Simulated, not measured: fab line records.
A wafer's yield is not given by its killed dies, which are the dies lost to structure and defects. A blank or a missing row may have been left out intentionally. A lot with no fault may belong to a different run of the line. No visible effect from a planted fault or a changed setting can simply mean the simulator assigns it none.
Chamber matching -- flow n5_finfet -- rie_diel-03 running N5_GATE_CUT_ETCH_58: 4 sister chambers
The step etches SiNx in CH3F/O2, target depth 17 nm, time 128.6 s. 22 wafers are shown with their chamber, then 11 later ones without.

WAFERS PAIRED WITH THEIR CHAMBERS
wafer,chamber,drypump_motor_current_A (A),showerhead_plenum_p_Torr (Torr),throttle_valve_pct (%)
L074.2,2,6.6,2.06,16.54
L074.4,1,5.7,1.91,16.52
L074.5,0,6.2,1.96,16.20
L077.2,2,6.7,2.05,16.56
L077.3,0,6.2,1.96,16.21
L077.4,3,5.7,2.07,16.48
L080.3,0,6.2,1.96,16.22
L080.4,1,5.7,1.91,16.51
L080.6,3,5.7,2.07,16.49
L081.3,0,6.2,1.96,16.22
L081.4,3,5.7,2.07,16.49
L081.6,2,6.6,2.05,16.56
L083.2,1,5.7,1.91,16.54
L083.5,1,5.7,1.91,16.52
L083.6,0,6.2,1.96,16.22
L088.2,2,6.6,2.05,16.03
L088.5,3,5.7,2.06,16.51
L088.6,2,6.6,2.05,16.06
L087.1,3,5.7,2.06,16.52
L087.2,2,6.6,2.05,16.03
L087.4,1,5.7,1.91,16.57
L090.1,0,6.2,1.95,15.72

SIGNATURES (averages over the wafers above)
reading,chamber 0,chamber 1,chamber 2,chamber 3,scatter within a chamber
drypump_motor_current_A,6.200,5.700,6.617,5.700,0.0215
showerhead_plenum_p_Torr,1.9583,1.9100,2.0517,2.0660,0.00399
throttle_valve_pct,16.1317,16.5320,16.2967,16.4980,0.183
Rule: a wafer's distance from a chamber is the root of the sum, over the readings, of the square of ((its reading less the chamber's mean) divided by the reading's scatter). The wafer belongs to the nearest chamber; if the next one is less than 2 further off, it can't be placed. How the scatter is found: for the shown wafers, subtract from each reading the mean of its chamber, square and add these, divide the total by (wafers less chambers), then take the root.

WAFERS WITHOUT THEIR CHAMBER
wafer,drypump_motor_current_A (A),showerhead_plenum_p_Torr (Torr),throttle_valve_pct (%)
L090.3,5.7,2.06,16.53
L090.5,5.7,1.90,16.56
L091.2,5.7,2.06,16.55
L091.4,6.6,2.05,16.05
L091.6,5.7,2.06,16.53
L095.1,5.7,1.90,16.59
L095.2,6.6,2.04,16.06
L095.5,5.7,2.06,16.55
L096.2,5.7,1.90,16.60
L096.4,6.6,2.04,16.08
L096.6,5.7,1.90,16.59

CHAMBER TAKEN BY EACH
wafer,from the rows above,in truth
L090.3,3,3
L090.5,1,1
L091.2,3,3
L091.4,2,2
L091.6,3,3
L095.1,1,1
L095.2,2,2
L095.5,3,3
L096.2,1,1
L096.4,2,2
L096.6,1,1
Correct placement for 11 of the 11. Not placeable from these rows: 0. 0 placed wrongly.
